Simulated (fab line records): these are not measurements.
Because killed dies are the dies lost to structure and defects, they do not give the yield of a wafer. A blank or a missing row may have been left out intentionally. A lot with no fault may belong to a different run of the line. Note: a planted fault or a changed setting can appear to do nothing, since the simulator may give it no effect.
Matching of chambers    flow nandHarc    NHARC_A_BLC_ALD_23 on aldMetal-01: 4 sister chambers
The step deposits TiN, target thk 3 nm, pulse time 1 s, ald cycles 150. 4 wafers are shown with their chamber, then 9 later ones without.

WAFERS WITH THEIR CHAMBER
wafer   chamber  heaterPowerW (W)
L081.5  0        1092
L085.6  1        1070
L089.4  3        1033
L089.6  2        1234

WAFERS WHOSE CHAMBER IS MISSING
wafer   heaterPowerW (W)
L093.1  1069
L093.2  1053
L093.6  1056
L091.2  1051
L091.3  1069
L091.5  1054
L095.2  1073
L095.3  1076
L095.6  1088

CHAMBER TAKEN BY EACH
wafer   from the rows above           in truth
L093.1  can't be placed: 1 or 0       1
L093.2  can't be placed: 1 or 3 or 0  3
L093.6  can't be placed: 1 or 3 or 0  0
L091.2  can't be placed: 3 or 1       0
L091.3  can't be placed: 1 or 0       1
L091.5  can't be placed: 1 or 3 or 0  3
L095.2  can't be placed: 1 or 0       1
L095.3  can't be placed: 1 or 0       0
L095.6  can't be placed: 0 or 1       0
Correct placement for 0 of the 9. These rows do not allow placing 9 (true chamber among the candidates in 8). Wrongly placed: 0.
How it was worked out, from the rows above alone: a wafer's distance from a chamber is the root of the sum, over the readings, of the square of ((its reading less the chamber's mean) divided by the reading's scatter). The wafer belongs to the nearest chamber; if the next one is less than 2 further off, it can't be placed. A chamber's mean is the mean of its shown wafers. The scatter: root of mean squared gap, hidden wafer to nearest shown wafer, with one shown wafer a chamber.
